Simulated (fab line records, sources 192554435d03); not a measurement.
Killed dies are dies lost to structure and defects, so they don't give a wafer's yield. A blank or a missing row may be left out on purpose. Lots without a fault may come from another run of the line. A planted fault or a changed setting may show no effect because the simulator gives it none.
A struck lot beside a sound one | flow n5_finfet | 14 steps out of a route of 1938
Sound: wafers L792.2, L792.5, L792.6. Struck: wafer L799.6. (L799.1, L799.3 of the same lot were not struck and are left out.) The cause comes at the end.
At each step with rows: each side's tool, then ch and its chambers, then its first start. Under that, the readings that differ: sound wafers | struck wafers | difference of the means | sigmas: that difference in standard deviations of wafers without a fault.
alike: readings whose means differ by less than 2 such deviations, and words and numbers that are the same on both sides. not compared: withheld readings, readings that some wafer has no value for, bounds like >300 that may hide the same value, and numbers for which the record gives no deviation and whose values overlap.
The two part at a step that has a row with sigmas, a row that says differs or no value, or rows on one side only. Numbers that don't overlap but have no deviation are shown without sigmas and don't part them. A reading that every wafer of one side lacks parts them only if that side has two wafers or more.

first, 8 steps without rows for these wafers: N5_MIM_BOT_LITHO_HMDS_01 (time 60 s); N5_MIM_BOT_LITHO_COAT_02; N5_MIM_BOT_LITHO_EBR_04; N5_MIM_BOT_LITHO_SOFTBAKE_03 (time 90 s); N5_MIM_BOT_LITHO_EXPOSE_05 (exposes mask MIM BOT); N5_MIM_BOT_LITHO_PEB_06; N5_MIM_BOT_LITHO_DEVELOP_07 (develop time 60 s); N5_MIM_BOT_LITHO_HARDBAKE_09 (time 120 s).
N5_MIM_BOT_LITHO_CD_MEAS_08: target cd 3000 nm.
  sound on cd_sem-03 ch 0, day 15 13:49; struck on cd_sem-01 ch 0, day 17 23:18
  alike: cd_nm
N5_MIM_BOT_LITHO_OVL_MEAS_11:
  sound on overlay-01 ch 0, day 15 13:50; struck on overlay-01 ch 0, day 17 23:20
  reading          | sound     | struck | difference | sigmas
  MIM_BOT_OVL (nm) | -14 -7 -4 | 5      | +13        | +2
N5_MIM_BOT_LITHO_INSPECT_12: inspects for defects (macro).
  sound on defect_inspect-02, day 15 13:52; struck on defect_inspect-02, day 17 23:22
  alike: raw_defect_count
N5_MIM_BOT_LITHO_DESCUM_10: chemistry O2, time 7.9 s.
  sound on rie_diel-06 ch 0,1, day 15 14:01; struck on rie_diel-06 ch 3, day 17 23:23
  reading          | sound             | struck | difference | sigmas
  bias_power_w (W) | 20.04 19.95 20.00 | 20.24  | +0.24      | +4
  alike: drypump_motor_current_A, oes_product_au, rf_vpp_V, showerhead_plenum_p_Torr, throttle_valve_pct
  not compared: rf_hours_counter_h
N5_MIM_BOT_ETCH_ETCH_04: etches SiNx in CF4/O2, target depth 26 nm, time 13 s.
  sound on rie_diel-06 ch 0,1, day 15 14:04; struck on rie_diel-06 ch 3, day 17 23:28
  reading                  | sound             | struck | difference | sigmas
  model.etch.depth_nm (nm) | 25.69 25.82 25.67 | 24.14  | -1.59      |
  alike: O2_flow_sccm, drypump_motor_current_A, oes_product_au, rf_vpp_V, showerhead_plenum_p_Torr, throttle_valve_pct
  not compared: rf_hours_counter_h
N5_MIM_BOT_ETCH_ETCH_03: etches the open film in Cl2/BCl3, target depth 12 nm.
  sound on rie_metal-03 ch 1, day 15 14:11; struck on rie_metal-03 ch 1, day 17 23:33
  alike: drypump_motor_current_A, oes_product_au, throttle_valve_pct
  not compared: rf_hours_counter_h

WHERE THEY PART
First at N5_MIM_BOT_LITHO_OVL_MEAS_11; last, within this record, at N5_MIM_BOT_LITHO_DESCUM_10. Later steps at which nothing parts them and some readings are alike: N5_MIM_BOT_ETCH_ETCH_04, N5_MIM_BOT_ETCH_ETCH_03.

WHY: what the simulator had put in
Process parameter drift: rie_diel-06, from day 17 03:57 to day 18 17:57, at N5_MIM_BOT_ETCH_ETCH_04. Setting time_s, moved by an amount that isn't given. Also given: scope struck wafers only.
